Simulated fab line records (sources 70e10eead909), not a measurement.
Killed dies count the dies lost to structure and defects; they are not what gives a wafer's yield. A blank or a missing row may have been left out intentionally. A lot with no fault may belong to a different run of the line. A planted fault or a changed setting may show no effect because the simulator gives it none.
fab line records	flow nand_harc
record: lots: 12	wafers: 36	last_day: 30
route steps=1302 shown P_GATE@202 P_CONTACT@227 END@1302
lots that met no fault: from a run of the same line without faults
start_h: hours from the record's first day to the start of the lot's first wafer shown	wait_h: hours elapsed since this lot's preceding step	" identical to the entry in the row above	L1.1+2: a row that stands for several wafers	- no value present, or no start provided	* or withheld: withheld	< > ~ a bound
route shown NAME@n: a module of which the file shows steps, and the number in the route of the first	usual: mean/standard deviation taken from wafers without a fault	same: alike in all rows	chamber/n: place in a boat	sites: per-site readings	_std_site: standard deviation of those values	_edge_site: outer sites' mean less inner sites'	radius_mm: for every site, how far away it sits from the centre of the wafer	mask NAME#n: copy n	behind: tool/chamber where the wafer was last shaped	hold: why the lot went on hold/how many hours it stayed there/how the hold came to an end	device: transistor that didn't switch, given as n, p or np	end of line: tests of these same wafers at the route's end	step lacking rows: just its recipe	killed: the dies lost at the first sort to structure and to defects; this is not the yield of the wafer	map: dies across one wafer; x = killed, . = not, _ = none there
set.NAME: the setting that was run; set.NAME@STEP: the one run at that earlier step	model.NAME: the simulator's own value behind a step, which no gauge read
steps of the route over a sample of lots; a table a step, a row a wafer
services: when a tool's chamber went out of use (start_h, in hours from the record's first day, below 0 if earlier), for how many hours, and the reason
== steps ==
step: NHARC_P_GATE_DESCUM_93
recipe: time_s: 3	o2_flow_sccm: 200	ar_flow_sccm: 0	bias_power_w: 0	chemistry: O2
usual: drypump_motor_current_A: 6.0/0.57	oes_product_au: 1.000/0.0096	rf_vpp_V: 58.0/0.83	showerhead_plenum_p_Torr: 1.96/0.074	throttle_valve_pct: 11.311/0.0086
lot.wafer	tool	chamber	start_h	wait_h	drypump_motor_current_A	oes_product_au	rf_hours_counter_h	rf_vpp_V	showerhead_plenum_p_Torr	throttle_valve_pct
L146.1	rie_diel-11	3	107.88	-	6.4	0.989	1.5	56.7	1.87	11.302
L146.2	"	0	"	"	5.5	0.998	1.8	57.5	1.91	11.311
L146.4	"	1	"	"	6.8	1.006	1.5	56.8	1.99	11.305
L147.2	rie_diel-11	1	123.35	-	6.7	1.001	2.6	59.4	1.99	11.314
L147.6	"	3	"	"	6.4	0.995	-	57.5	1.86	11.307
L147.5	"	0	"	"	5.5	0.989	-	58.5	1.91	11.305
L149.2	rie_diel-08	1	142.58	-	5.5	0.997	5.5	57.7	2.01	11.315
L149.3	"	2	"	"	6.8	1.008	8.0	57.5	2.06	11.315
L149.6	"	3	"	"	5.0	0.995	-	58.1	1.91	11.312
L153.3	rie_diel-11	1	190.52	-	6.7	0.997	6.5	58.3	1.99	11.300
L153.4	"	0	"	"	5.6	0.999	5.8	57.6	1.91	11.300
L153.6	"	1	"	"	6.8	1.001	-	57.0	1.99	11.315
L154.4	rie_diel-11	0	193.15	-	5.5	0.989	5.8	58.3	1.91	11.308
L154.1	"	2	"	"	6.5	0.987	5.5	57.8	1.99	11.306
L154.6	"	1	"	"	6.8	1.000	-	58.5	1.99	11.309
L155.4	rie_diel-11	2	208.35	-	6.5	1.006	5.9	59.5	1.99	11.301
L155.2	"	3	"	"	6.4	0.996	5.3	56.5	1.86	11.297
L155.6	"	2	"	"	6.5	0.994	-	58.0	1.99	11.305
L157.1	rie_diel-08	1	222.86	-	5.5	1.007	2.5	59.0	2.01	11.316
L157.3	"	2	"	"	6.8	0.994	2.7	58.3	2.05	11.318
L157.2	"	0	"	"	5.9	1.019	2.1	58.6	2.02	11.311
L158.3	rie_diel-11	2	233.89	-	6.5	0.987	8.2	58.9	1.99	11.297
L158.5	"	2	"	"	6.5	0.992	-	58.9	1.99	11.308
L158.6	"	3	"	"	6.4	1.001	-	58.3	1.86	11.306
L160.4	rie_diel-11	3	254.57	-	6.4	0.998	9.4	56.8	1.86	11.303
L160.5	"	3	"	"	6.4	1.005	-	56.3	1.86	11.314
L160.6	"	0	"	"	5.5	1.003	-	57.9	1.91	11.311
L159.1	rie_diel-08	0	255.46	-	5.9	1.017	2.8	56.8	2.02	11.310
L159.2	"	1	"	"	5.5	0.987	3.1	57.3	2.01	11.327
L159.6	"	2	"	"	6.8	1.006	-	58.5	2.05	11.293
L161.1	rie_diel-11	0	267.34	-	5.6	1.001	0	58.2	1.91	11.298
L161.3	"	1	"	"	6.8	1.016	0	58.5	1.99	11.324
L161.6	"	0	"	"	5.6	0.995	-	58.8	1.91	11.298
L162.3	rie_diel-08	2	274.31	-	6.8	0.999	3.9	57.1	2.05	11.306
L162.1	"	0	"	"	5.9	0.992	3.3	57.5	2.02	11.306
L162.5	"	1	"	"	5.5	0.980	-	59.1	2.01	11.319
step: NHARC_P_GATE_RTA_80
recipe: temp_c: 300	time_s: 30
usual: anneal_temp_c_max: 301.7/0.35	wafer_temp_C_max: 301.5/0.41
lot.wafer	tool	chamber	start_h	wait_h	anneal_temp_c_max	wafer_temp_C_max
L146.1	rtp_anneal-02	0	110.11	-	301.4	301.0
L146.2	"	0	"	"	302.2	301.1
L146.4	"	0	"	"	301.4	301.0
L147.2	rtp_anneal-02	0	125.65	-	301.5	301.5
L147.5	"	0	"	"	301.4	301.2
L147.6	"	0	"	"	301.1	301.0
L149.2	rtp_anneal-01	0	145.04	0.2	301.7	301.8
L149.3	"	0	"	"	302.0	302.8
L149.6	"	0	"	"	301.6	301.7
L153.3	rtp_anneal-01	0	192.82	-	302.0	301.9
L153.4	"	0	"	"	301.7	301.8
L153.6	"	0	"	"	301.4	301.3
L154.1	rtp_anneal-02	0	195.42	-	301.2	301.0
L154.4	"	0	"	"	301.8	300.8
L154.6	"	0	"	"	301.7	301.4
L155.2	rtp_anneal-02	0	210.92	-	301.4	301.7
L155.4	"	0	"	"	301.8	301.0
L155.6	"	0	"	"	301.8	301.6
L157.1	rtp_anneal-01	0	225.44	-	301.4	301.9
L157.2	"	0	"	"	302.3	301.4
L157.3	"	0	"	"	301.4	301.7
L158.3	rtp_anneal-02	0	236.21	-	302.6	301.2
L158.5	"	0	"	"	302.0	300.6
L158.6	"	0	"	"	302.2	301.0
L160.4	rtp_anneal-01	0	257.26	-	302.3	301.4
L160.5	"	0	"	"	301.9	301.8
L160.6	"	0	"	"	301.3	301.5
L159.1	rtp_anneal-02	0	258.38	-	300.9	301.7
L159.2	"	0	"	"	301.5	301.5
L159.6	"	0	"	"	301.4	301.1
L161.1	rtp_anneal-02	0	269.57	-	301.8	300.8
L161.3	"	0	"	"	301.3	301.4
L161.6	"	0	"	"	302.0	301.3
L162.1	rtp_anneal-02	0	276.55	-	301.4	301.7
L162.3	"	0	"	"	301.6	301.7
L162.5	"	0	"	"	301.6	301.1
step: NHARC_P_CONTACT_SOFTBAKE_07
recipe: temp_c: 105	time_s: 55
usual: heater_power_total_W: 188.44/0.13	plate_temp_C: 104.99/0.13
lot.wafer	tool	chamber	start_h	wait_h	heater_power_total_W	plate_temp_C
L146.1	litho_track-04	0	111	-	188.39	105.05
L146.2	"	0	"	"	188.32	104.94
L146.4	"	0	"	"	188.47	105.05
L147.2	litho_track-06	0	127	-	188.34	105.06
L147.5	"	0	"	"	188.34	104.94
L147.6	"	0	"	"	188.32	104.83
L149.2	litho_track-01	0	146	-	188.40	104.97
L149.3	"	0	"	"	188.31	104.97
L149.6	"	0	"	"	188.43	105.36
L153.3	litho_track-01	0	194	-	188.38	105.02
L153.4	"	0	"	"	188.73	105.15
L153.6	"	0	"	"	188.43	105.24
L154.1	litho_track-01	0	198	-	188.46	105.07
L154.4	"	0	"	"	188.27	105.10
L154.6	"	0	"	"	188.71	105.10
L155.2	litho_track-06	0	212	-	188.79	104.90
L155.4	"	0	"	"	188.35	104.99
L155.6	"	0	"	"	188.39	104.86
L157.1	litho_track-04	0	227	-	188.49	105.07
L157.2	"	0	"	"	188.35	105.10
L157.3	"	0	"	"	188.28	105.09
L158.3	litho_track-04	0	238	-	188.44	104.96
L158.5	"	0	"	"	188.31	104.96
L158.6	"	0	"	"	188.48	105.04
L160.4	litho_track-04	0	259	-	188.61	105.10
L160.5	"	0	"	"	188.58	105.18
L160.6	"	0	"	"	188.49	105.17
L159.1	litho_track-01	0	260	-	188.39	105.02
L159.2	"	0	"	"	188.32	105.08
L159.6	"	0	"	"	188.46	104.96
L161.1	litho_track-04	0	271	-	186.11	103.86
L161.3	"	0	"	"	186.40	103.79
L161.6	"	0	"	"	186.10	103.76
L162.1	litho_track-04	0	278	-	186.06	104.04
L162.3	"	0	"	"	186.07	104.03
L162.5	"	0	"	"	186.44	103.98
step: NHARC_P_CONTACT_ETCH_36
recipe: target_depth_a: 2600	over_etch_frac: 0.25	time_s: 406.25	ion_energy_ev: 200	n2_flow_sccm: 150	h2_flow_sccm: 150	ar_flow_sccm: 0	rf_w: 400	bias_w: 150	chemistry: N2/H2
usual: drypump_motor_current_A: 5.7/0.43	oes_product_au: 1.005/0.011	rf_vpp_V: 429.4/2.2	showerhead_plenum_p_Torr: 2.00/0.073	throttle_valve_pct: 14.170/0.009
lot.wafer	tool	chamber	start_h	wait_h	drypump_motor_current_A	oes_product_au	rf_hours_counter_h	rf_vpp_V	showerhead_plenum_p_Torr	throttle_valve_pct
L146.1	rie_diel-13	0	-	-	5.5	1.001	7.1	430.8	2.05	14.173
L146.4	"	1	"	"	5.8	1.021	8.1	430.7	2.08	14.171
L146.2	"	2	"	"	5.8	1.019	8.0	427.5	1.94	14.164
L147.2	rie_diel-02	3	-	-	5.6	0.999	1.2	431.6	2.07	14.161
L147.6	"	3	"	"	5.6	1.002	-	431.0	2.07	14.160
L147.5	"	0	"	"	5.5	1.012	-	432.6	2.12	14.150
L149.3	rie_diel-13	3	-	-	6.8	1.011	7.9	429.7	2.05	14.174
L149.2	"	1	"	"	5.8	1.018	10.3	431.7	2.08	14.164
L149.6	"	0	"	"	5.5	0.993	-	431.6	2.05	14.177
L153.4	rie_diel-03	2	-	-	5.0	1.002	1.7	427.7	1.91	14.171
L153.3	"	0	"	"	6.2	0.991	1.8	428.3	1.96	14.174
L153.6	"	2	"	"	5.0	1.010	-	427.2	1.91	14.172
L154.1	rie_diel-02	0	-	-	5.5	1.022	2.6	432.6	2.12	14.172
L154.4	"	1	"	"	6.1	0.985	2.8	426.3	1.91	14.169
L154.6	"	3	"	"	5.5	1.007	-	429.4	2.07	14.170
L155.2	rie_diel-02	3	-	-	5.6	1.011	3.2	430.1	2.07	14.176
L155.4	"	1	"	"	6.1	0.983	3.1	426.3	1.91	14.183
L155.6	"	2	"	"	5.5	1.009	-	429.1	1.98	14.180
L157.2	rie_diel-03	1	-	-	5.3	1.000	2.6	425.8	1.90	14.165
L157.1	"	2	"	"	5.0	1.004	2.4	429.2	1.91	14.192
L157.3	"	3	"	"	5.7	0.995	2.2	427.1	1.96	14.156
L158.3	rie_diel-02	2	-	-	5.4	0.974	0.3	427.8	1.98	14.163
L158.5	"	3	"	"	5.6	1.005	-	431.3	2.07	14.166
L158.6	"	0	"	"	5.5	1.001	-	432.1	2.12	14.166
L160.4	rie_diel-02	3	-	-	5.5	1.011	1.1	432.3	2.07	14.167
L160.5	"	1	"	"	6.1	0.993	-	426.1	1.91	14.160
L160.6	"	2	"	"	5.4	0.996	-	428.4	1.97	14.159
L159.1	rie_diel-03	2	-	-	5.0	1.009	3.6	427.0	1.91	14.171
L159.2	"	1	"	"	5.2	1.012	3.8	425.3	1.90	14.189
L159.6	"	2	"	"	5.0	1.014	-	427.4	1.91	14.165
L161.3	rie_diel-03	1	-	-	5.3	1.018	4.0	426.3	1.90	14.177
L161.1	"	0	"	"	6.2	1.009	3.6	429.3	1.96	14.164
L161.6	"	2	"	"	5.0	1.018	-	427.0	1.91	14.163
L162.3	rie_diel-02	1	-	-	6.1	0.996	1.5	428.8	1.91	14.171
L162.1	"	3	"	"	5.6	1.016	1.6	431.8	2.07	14.161
L162.5	"	1	"	"	6.1	0.992	-	426.3	1.91	14.158
step: NHARC_END_SORT_01
recipe: temp_c: 25
usual: killed_at_array: 55/20	killed_at_other: 1.1/1.2	killed_at_periphery: 3.8/2.8	killed_dies: 60/19	killed_open: 3.4/1.9	killed_short: 2.2/1.5
same: gross_dies: 677
lot.wafer	tool	chamber	start_h	wait_h	killed_at_array	killed_at_other	killed_at_periphery	killed_dies	killed_open	killed_short
L155.2	prober-01	0	663.72	2.8	65	1	4	70	3	3
L155.4	prober-01	0	665.31	3.4	74	0	3	77	3	0
L155.6	prober-01	0	666.90	4.0	81	0	1	82	1	2
L162.1	prober-01	0	705.25	2.5	63	1	3	67	7	6
L162.3	prober-01	0	706.84	3.1	50	0	4	54	3	2
L162.5	prober-01	0	708.44	3.7	65	1	5	71	6	5
L161.1	prober-02	0	705.32	2.5	79	0	4	83	4	2
L161.3	prober-02	0	706.92	3.1	75	0	6	81	3	0
L161.6	prober-02	0	709.32	4.0	81	0	0	81	1	2
L159.1	prober-01	0	713.01	2.5	43	0	3	46	2	2
L159.2	prober-01	0	713.82	2.8	43	1	4	48	5	4
L159.6	prober-01	0	717.07	4.1	54	0	1	55	3	3
L160.4	prober-02	0	719.16	3.4	52	1	9	62	2	3
killed by level:class
L155.2 A_CHANNEL_HOLE_D1:chamber_film_flake=30 A_SLIT:chamber_film_flake=26 A_CHANNEL_HOLE_D2:unspecified=2 A_CHANNEL_FILL_D2:chamber_film_flake=2 P_CONTACT:geometric_particle:open=1 A_ONON_D1:geometric_particle:short=1 A_CHANNEL_FILL_D2:geometric_particle:short=1 A_CONTACT:geometric_particle:open=1
L155.4 A_SLIT:chamber_film_flake=31 A_CHANNEL_HOLE_D1:chamber_film_flake=30 A_CONTACT:chamber_film_flake=6 P_GATE:geometric_particle:open=1 A_CHANNEL_FILL_D1:geometric_particle:open=1 A_WL_FILL:geometric_particle:open=1 P_ZERO_WELL:chamber_film_flake=1 P_STI:chamber_film_flake=1
L155.6 A_SLIT:chamber_film_flake=34 A_CHANNEL_HOLE_D1:chamber_film_flake=28 A_CONTACT:chamber_film_flake=5 A_CHANNEL_HOLE_D2:unspecified=4 A_CHANNEL_HOLE_D2:chamber_film_flake=3 A_CHANNEL_HOLE_D1:geometric_particle:short=1 A_CHANNEL_HOLE_D2:geometric_particle:short=1 A_BLC:geometric_particle:open=1
L162.1 A_SLIT:chamber_film_flake=28 A_CHANNEL_HOLE_D2:chamber_film_flake=13 A_CHANNEL_HOLE_D1:chamber_film_flake=7 A_CONTACT:chamber_film_flake=3 A_CHANNEL_FILL_D1:geometric_particle:short=2 A_CHANNEL_FILL_D2:geometric_particle:short=2 P_GATE:chamber_film_flake=2 P_GATE:geometric_particle:open=1
L161.1 A_SLIT:chamber_film_flake=36 A_CHANNEL_HOLE_D1:chamber_film_flake=32 A_DECK1_JOINT:geometric_particle:open=2 P_GATE:chamber_film_flake=2 A_DECK1_JOINT:chamber_film_flake=2 A_CONTACT:chamber_film_flake=2 P_M0:geometric_particle:open=1 A_CHANNEL_FILL_D1:geometric_particle:short=1
L162.3 A_SLIT:chamber_film_flake=23 A_CHANNEL_HOLE_D2:chamber_film_flake=14 A_CONTACT:chamber_film_flake=4 A_DECK1_JOINT:chamber_film_flake=3 P_GATE:chamber_film_flake=2 P_CONTACT:geometric_particle:short=1 P_CONTACT:geometric_particle:open=1 A_DECK1_JOINT:geometric_particle:short=1
L161.3 A_CHANNEL_HOLE_D1:chamber_film_flake=38 A_SLIT:chamber_film_flake=29 P_GATE:chamber_film_flake=4 A_STAIRCASE:chamber_film_flake=3 A_CHANNEL_FILL_D1:chamber_film_flake=2 A_DECK1_JOINT:chamber_film_flake=2 P_GATE:geometric_particle:open=1 P_CONTACT:geometric_particle:open=1
L162.5 A_SLIT:chamber_film_flake=24 A_CHANNEL_HOLE_D2:chamber_film_flake=18 A_CHANNEL_HOLE_D1:chamber_film_flake=7 A_CONTACT:chamber_film_flake=4 A_CHANNEL_HOLE_D2:geometric_particle:open=2 A_WL_FILL:geometric_particle:short=2 P_GATE:chamber_film_flake=2 A_STAIRCASE:chamber_film_flake=2
L161.6 A_SLIT:chamber_film_flake=36 A_CHANNEL_HOLE_D1:chamber_film_flake=36 A_CONTACT:chamber_film_flake=2 A_CHANNEL_FILL_D1:geometric_particle:short=1 A_CHANNEL_FILL_D1:geometric_particle:open=1 A_ONON_D2:geometric_particle:short=1 A_ZERO_WELL:chamber_film_flake=1 A_DECK1_JOINT:chamber_film_flake=1
L159.1 A_CHANNEL_HOLE_D2:chamber_film_flake=19 A_CHANNEL_HOLE_D1:chamber_film_flake=13 A_STAIRCASE:chamber_film_flake=3 A_CONTACT:chamber_film_flake=2 A_ONON_D2:geometric_particle:short=1 A_WL_FILL:geometric_particle:short=1 A_BLC:geometric_particle:open=1 A_M0:geometric_particle:open=1
L159.2 A_CHANNEL_HOLE_D2:chamber_film_flake=22 A_CHANNEL_HOLE_D1:chamber_film_flake=6 A_CONTACT:chamber_film_flake=4 P_M0:geometric_particle:open=2 A_CHANNEL_FILL_D1:geometric_particle:short=2 A_ONON_D2:geometric_particle:open=2 A_CHANNEL_FILL_D2:chamber_film_flake=2 A_SLIT:chamber_film_flake=2
L159.6 A_CHANNEL_HOLE_D2:chamber_film_flake=24 A_CHANNEL_HOLE_D1:chamber_film_flake=11 A_CONTACT:chamber_film_flake=6 A_SLIT:chamber_film_flake=5 A_DECK1_JOINT:geometric_particle:short=2 A_ONON_D1:geometric_particle:open=1 A_CHANNEL_HOLE_D1:geometric_particle:short=1 A_CHANNEL_FILL_D1:geometric_particle:open=1
L160.4 A_CHANNEL_HOLE_D1:chamber_film_flake=39 P_STI:chamber_film_flake=4 A_SLIT:chamber_film_flake=4 P_M2:chamber_film_flake=2 A_CONTACT:chamber_film_flake=2 P_M1:geometric_particle:open=1 A_ONON_D1:geometric_particle:open=1 A_ONON_D1:geometric_particle:short=1
== services ==
tool	chamber	start_h	hours	kind
rie_diel-11	0	87.50	-	clean
rie_diel-11	1	87.50	-	clean
rie_diel-11	2	87.50	-	clean
rie_diel-11	3	87.50	-	clean
rie_diel-02	-	93.36	3.2	repair
rie_diel-08	0	103.14	8.7	repair
rie_diel-03	-	104.30	9.0	pm
rie_diel-13	0	136.59	4.9	repair
litho_track-01	-	155.00	7.0	pm
rie_diel-13	-	165.01	9.0	pm
rie_diel-03	-	167.53	1.0	repair
rie_diel-03	-	169.19	0.6	repair
rie_diel-08	-	173.72	1.2	repair
rie_diel-02	0	174.63	1.2	repair
litho_track-06	-	179.00	7.0	pm
rie_diel-02	-	186.42	0.4	repair
rie_diel-13	0	190.23	5.5	repair
rie_diel-08	-	190.81	9.0	pm
litho_track-04	-	203.00	7.0	pm
rie_diel-13	0	216.19	6.8	repair
rie_diel-02	-	216.70	9.0	pm
rie_diel-08	3	218.39	7.3	repair
rie_diel-11	0	242.89	5.3	repair
rie_diel-11	-	255.50	9.0	pm
== key ==
first_sign: step: NHARC_P_CONTACT_SOFTBAKE_07	reading: heater_power_total_W	direction: down	sigmas: 17	usual: *	struck: *
effect: step: NHARC_P_CONTACT_SOFTBAKE_07	reading: plate_temp_C	direction: down	sigmas: 8.2	usual: *	struck: *
met_at NHARC_P_CONTACT_SOFTBAKE_07
struck_lots L161,L162
tester_left_out L161,L162
not_acting_at NHARC_P_GATE_DESCUM_93,NHARC_P_GATE_RTA_80,NHARC_P_CONTACT_ETCH_36
onset_between 259 271
fault: kind: process_parameter_drift	tool: litho_track-04	chamber: -	onset_h: 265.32	steps: NHARC_P_CONTACT_SOFTBAKE_07	channel: temp_c	offset: *	shape: step	end_h: 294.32	acts_in: *	stated: *
tester_left_out: of these lots the tester's yield and bins aren't shown, on N5 and GAA mostly nor the transistor test; their killed dies are dies lost to structure and defects alone, not to doping, threshold or leakage, so they don't give the yield
